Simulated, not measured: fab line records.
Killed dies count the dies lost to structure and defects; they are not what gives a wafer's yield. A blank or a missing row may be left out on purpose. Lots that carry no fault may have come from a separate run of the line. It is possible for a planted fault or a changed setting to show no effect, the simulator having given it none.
Matching of chambers | flow n5 finfet | 4 sister chambers for N5_ILD0_LINER_00 on ald sin-03
The step material SiNx, target thk 4 nm, pulse time 1 s, purge time 2 s. 4 wafers are shown with their chamber, then 12 later ones without.

== EACH WAFER AND ITS CHAMBER ==
wafer  | chamber | heater power w (W)
L080.3 | 1       | 730
L087.3 | 0       | 875
L087.5 | 2       | 776
L087.6 | 3       | 855

== WAFERS WHOSE CHAMBER IS MISSING ==
wafer  | heater power w (W)
L090.1 | 854
L090.2 | 845
L090.5 | 881
L091.3 | 815
L091.4 | 774
L091.6 | 772
L093.1 | 829
L093.4 | 788
L093.6 | 732
L097.3 | 883
L097.4 | 747
L097.6 | 861

== EACH ONE'S CHAMBER ==
wafer  | from the rows above          | in truth
L090.1 | can't be placed: 3 or 0      | 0
L090.2 | can't be placed: 3 or 0      | 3
L090.5 | can't be placed: 0 or 3      | 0
L091.3 | can't be placed: 2 or 3 or 0 | 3
L091.4 | 2                            | 2
L091.6 | 2                            | 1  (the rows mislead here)
L093.1 | can't be placed: 3 or 0 or 2 | 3
L093.4 | 2                            | 2
L093.6 | 1                            | 1
L097.3 | can't be placed: 0 or 3      | 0
L097.4 | can't be placed: 1 or 2      | 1
L097.6 | can't be placed: 3 or 0      | 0
Placed correctly: 3 of 12. Unplaceable from these rows: 8, with the true chamber sitting among the candidates in 8. Wrongly placed: 1.
How it was worked out, from the rows above alone: a wafer's distance from a chamber is the root of the sum, over the readings, of the square of ((its reading less the chamber's mean) divided by the reading's scatter). The wafer belongs to the nearest chamber; if the next one is less than 2 further off, it can't be placed. The mean given for a chamber averages the wafers shown for that chamber. The scatter (one wafer shown for each chamber): square how far every hidden wafer sits from the nearest shown wafer, average those squares and take the square root.
